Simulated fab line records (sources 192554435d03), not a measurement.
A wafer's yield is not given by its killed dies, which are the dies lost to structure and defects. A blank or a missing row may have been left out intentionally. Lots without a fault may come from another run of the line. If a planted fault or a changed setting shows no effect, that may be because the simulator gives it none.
Chamber matching | flow n5Finfet | pecvd-03 running N5_BEOL_M13_DEP_53: 3 sister chambers
The step deposits SiCN from 3MS/NH3, target thk 50 nm, time 17.8 s. 6 wafers are shown with their chamber, then 7 later ones without.

WAFERS PAIRED WITH THEIR CHAMBERS
wafer  | chamber | throttleValvePct (%) | showerheadPlenumPTorr (Torr)
L080.1 | 0       | 19.9                 | 4.202
L081.1 | 2       | 17.6                 | 4.146
L081.3 | 1       | 16.6                 | 4.182
L081.6 | 0       | 19.9                 | 4.189
L091.1 | 2       | 17.7                 | 4.125
L091.3 | 1       | 16.9                 | 4.177

WAFERS MISSING THEIR CHAMBER
wafer  | throttleValvePct (%) | showerheadPlenumPTorr (Torr)
L091.5 | 17.7                 | 4.135
L092.1 | 16.9                 | 4.182
L092.2 | 19.7                 | 4.208
L092.6 | 19.8                 | 4.199
L093.1 | 16.8                 | 4.178
L093.4 | 17.1                 | 4.187
L093.5 | 17.9                 | 4.140

EACH ONE'S CHAMBER
wafer  | from the rows above | in truth
L091.5 | 2                   | 2
L092.1 | 1                   | 1
L092.2 | 0                   | 0
L092.6 | 0                   | 0
L093.1 | 1                   | 1
L093.4 | 1                   | 1
L093.5 | 2                   | 2
7 of 7 placed correctly. Left unplaced by these rows: 0. 0 placed wrongly.
How it was worked out, from the rows above alone: a wafer's distance from a chamber is the root of the sum, over the readings, of the square of ((its reading less the chamber's mean) divided by the reading's scatter). The wafer belongs to the nearest chamber; if the next one is less than 2 further off, it can't be placed. For every chamber, the mean is computed from those of its wafers that are shown. How the scatter is found: for the shown wafers, subtract from each reading the mean of its chamber, square and add these, divide the total by (wafers less chambers), then take the root.
